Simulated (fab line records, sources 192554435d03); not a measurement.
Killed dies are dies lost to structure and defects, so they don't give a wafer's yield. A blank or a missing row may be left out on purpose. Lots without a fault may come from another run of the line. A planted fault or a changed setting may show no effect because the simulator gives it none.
One fault seen from 3 desks | flow n5_finfet | each desk has only its own numbers; what lay behind them comes last

THE TOOL OWNER'S DESK: rie_metal-01
The tool's own readings at N5_MIM_BOT_ETCH_ETCH_00 (etches TiN in Cl2/BCl3, target depth 45.5 nm): means of the sampled wafers that have a number, for each lot that ran on this tool. A lot is out of limits, marked OUT, if its mean lies more than 4 standard deviations from the usual mean; the brackets give that distance.
Columns: A = bias_w at N5_MIM_BOT_ETCH_ETCH_00, usual 126.0 W; B = drypump_motor_current_A at N5_MIM_BOT_ETCH_ETCH_00, usual 5.99 A; C = oes_product_au at N5_MIM_BOT_ETCH_ETCH_00, usual 0.79 a.u.; D = throttle_valve_pct at N5_MIM_BOT_ETCH_ETCH_00, usual 22.03 %
lot  | first seen here | A                       | B    | C    | D
L328 | day 14 04:52    | 126.0                   | 5.72 | 0.62 | 21.99
L332 | day 14 12:40    | 162.2 (+99 or more) OUT | 6.40 | 0.78 | 21.96
L330 | day 14 14:45    | 150.6 (+70) OUT         | 6.20 | 0.72 | 21.97
This desk's finding: out of limits on L330, L332; first on L332, day 14 12:40 (bias_w at N5_MIM_BOT_ETCH_ETCH_00). In limits: L328.

THE DEFECT DESK
What the inspections along the route counted, lot by lot: means of the sampled wafers that have a number. A lot is out of limits, marked OUT, if its mean lies more than 4 standard deviations from the usual mean; the brackets give that distance.
Columns: A = raw_defect_count at N5_MIM_BOT_LITHO_INSPECT_12, usual 2.2
lot  | first seen here | A
L321 | day 11 15:50    | 2.7
L328 | day 14 04:35    | 1.3
L332 | day 14 12:23    | 3.3
L330 | day 14 14:26    | 3.0
L340 | day 17 02:56    | 3.3
L339 | day 17 09:43    | 1.0
This desk's finding: nothing out of limits on any of the 6 lots.

THE METROLOGY DESK
What the gauges read, lot by lot, whatever tool the lot ran on: means of the sampled wafers that have a number. A lot is out of limits, marked OUT, if its mean lies more than 4 standard deviations from the usual mean; the brackets give that distance.
Columns: A = cd_nm at N5_MIM_BOT_LITHO_CD_MEAS_08, usual 3000.0 nm; B = MIM_BOT_OVL at N5_MIM_BOT_LITHO_OVL_MEAS_11, usual 4 nm
lot  | first seen here | A      | B
L321 | day 11 15:47    | 2998.7 | -3
L328 | day 14 04:32    | 3001.9 | 7
L332 | day 14 12:20    | 2999.7 | 0
L330 | day 14 14:23    | 2998.7 | 1
L340 | day 17 02:52    | 3000.9 | -0
L339 | day 17 09:40    | 2999.3 | 0
This desk's finding: nothing out of limits on any of the 6 lots.

PUT TOGETHER
The tool owner's desk could have raised an alarm at day 14 12:40, on L330, L332.
The defect desk saw nothing out of limits.
The metrology desk saw nothing out of limits.
The defect desk has L330, L332 on record, within its limits.
The metrology desk has L330, L332 on record, within its limits.
Of the lots named, all ran N5_MIM_BOT_ETCH_ETCH_00 on rie_metal-01.

WHAT THE SIMULATOR HAD PUT IN
Process parameter drift: rie_metal-01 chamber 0, from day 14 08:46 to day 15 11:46, at N5_MIM_BOT_ETCH_ETCH_00. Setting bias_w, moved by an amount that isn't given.
Lots struck among those shown: L330, L332.
Hours from the fault's start to each desk's first reading out of limits: the tool owner's desk, 4.
